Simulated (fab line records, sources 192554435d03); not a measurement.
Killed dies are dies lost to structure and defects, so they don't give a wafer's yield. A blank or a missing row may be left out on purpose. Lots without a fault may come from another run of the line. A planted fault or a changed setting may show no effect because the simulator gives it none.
Problem report in the 8D (eight disciplines) form, filled by code | flow n5_finfet | the parts of the form that need people (team, actions taken, sign-off) are left out

1. THE PROBLEM
bias_w at N5_BEOL_M9_ETCH_65 reads a mean of 39.41 W on 6 wafers of 2 lots; wafers without a fault read 36.02 W with a standard deviation of 0.1. That is +34 standard deviations from the usual mean.
The step: etches SiARC in CF4, target depth 15.6 nm, time 26 s.
First seen on wafer L695.3, day 12 22:26, on rie_diel-03. The record holds 30 wafers of 10 lots with a number at this step. Rule for "out", or "out of limits": more than 4 standard deviations from the usual mean. The other wafers with a number count as sound.

2. WHAT IT IS AND WHAT IT IS NOT
question                    | is                     | is not
which readings at this step | bias_w, rf_vpp_V       | oes_product_au, showerhead_plenum_p_Torr, throttle_valve_pct
which lots                  | L695, L697             | L684, L686, L692, L696, L698, L699, L702, L704
which wafers of those lots  | all that have a number | -
read on which tools         | rie_diel-03            | rie_diel-04, rie_diel-05
when                        | from day 12 22:26      | up to then (12 sound wafers); but 12 sound wafers of L698, L699, L702, L704 came after

3. SUSPECTS, AND WHAT RULES EACH OUT
Counting: a tool at a process step up to the reading stays a suspect if it ran every lot that is out and no sound lot after the first of them.
- rie_diel-03 at N5_BEOL_M9_ETCH_65 (etches SiARC in CF4, target depth 15.6 nm, time 26 s): kept. It ran every lot that is out, first L695 (day 12 22:26), and no sound lot after that; its last sound lot up to then is L692 (day 11 07:17). Its own readings are out on those wafers: bias_w, rf_vpp_V.
Left after counting: rie_diel-03 at N5_BEOL_M9_ETCH_65.

4. THE CAUSE (what the simulator had put in)
Process parameter drift: rie_diel-03, from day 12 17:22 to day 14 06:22, at N5_BEOL_M9_ETCH_65. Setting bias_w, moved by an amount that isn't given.
Counting left only this tool.

5. THE CHAIN OF EFFECTS, in route order
Each row: a reading whose mean over the struck wafers that have a number lies more than 3 standard deviations from the usual. Only readings for which the record gives a usual standard deviation are gone through. hours: the time from each lot's start at the first step in this table that gives one to its start at this step, as a median over the lots. sigmas: the change in usual standard deviations.
hours | step               | reading  | usual   | on struck wafers | change | sigmas
0     | N5_BEOL_M9_ETCH_65 | bias_w   | 36.02 W | 39.41            | +3.39  | +34
0     | N5_BEOL_M9_ETCH_65 | rf_vpp_V | 184.1 V | 195.3            | +11.2  | +8.0
The process steps in it:
- N5_BEOL_M9_ETCH_65: etches SiARC in CF4, target depth 15.6 nm, time 26 s.

6. WHAT WOULD HAVE CAUGHT IT SOONER
In this record the first reading out of limits was taken at day 12 22:26, 5 hours after the fault began at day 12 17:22.
